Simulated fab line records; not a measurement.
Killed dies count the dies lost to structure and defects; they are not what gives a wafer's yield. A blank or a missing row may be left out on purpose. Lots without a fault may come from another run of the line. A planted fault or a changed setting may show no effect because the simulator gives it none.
Chamber matching / flow n5_finfet / N5_FIN_SAQP_ETCH_64 on rie_si-01 has 4 sister chambers
The step etches SiO2 in CF4, target depth 1.5 nm. 4 wafers are shown with their chamber, then 7 later ones without.

WAFERS, EACH WITH ITS CHAMBER
wafer=L085.1; chamber=1; drypump_motor_current_A (A)=6.2
wafer=L086.2; chamber=2; drypump_motor_current_A (A)=5.4
wafer=L088.2; chamber=3; drypump_motor_current_A (A)=5.3
wafer=L088.4; chamber=0; drypump_motor_current_A (A)=6.1

WAFERS WITH NO CHAMBER GIVEN
wafer=L088.5; drypump_motor_current_A (A)=5.3
wafer=L091.1; drypump_motor_current_A (A)=6.0
wafer=L091.5; drypump_motor_current_A (A)=5.3
wafer=L091.6; drypump_motor_current_A (A)=5.3
wafer=L095.3; drypump_motor_current_A (A)=5.4
wafer=L095.5; drypump_motor_current_A (A)=6.3
wafer=L095.6; drypump_motor_current_A (A)=6.0

WHICH CHAMBER EACH ONE RAN IN
wafer=L088.5; from the rows above=can't be placed: 3 or 2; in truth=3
wafer=L091.1; from the rows above=can't be placed: 0 or 1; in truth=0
wafer=L091.5; from the rows above=can't be placed: 3 or 2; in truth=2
wafer=L091.6; from the rows above=can't be placed: 3 or 2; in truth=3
wafer=L095.3; from the rows above=can't be placed: 2 or 3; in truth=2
wafer=L095.5; from the rows above=can't be placed: 1 or 0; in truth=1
wafer=L095.6; from the rows above=can't be placed: 0 or 1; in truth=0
Placed correctly: 0 of 7. From these rows, 7 cannot be placed; in 7 the true chamber is one of the candidates. Wrongly placed: 0.
How it was worked out, from the rows above alone: a wafer's distance from a chamber is the root of the sum, over the readings, of the square of ((its reading less the chamber's mean) divided by the reading's scatter). The wafer belongs to the nearest chamber; if the next one is less than 2 further off, it can't be placed. The mean given for a chamber averages the wafers shown for that chamber. The scatter (one wafer shown for each chamber): square how far every hidden wafer sits from the nearest shown wafer, average those squares and take the square root.
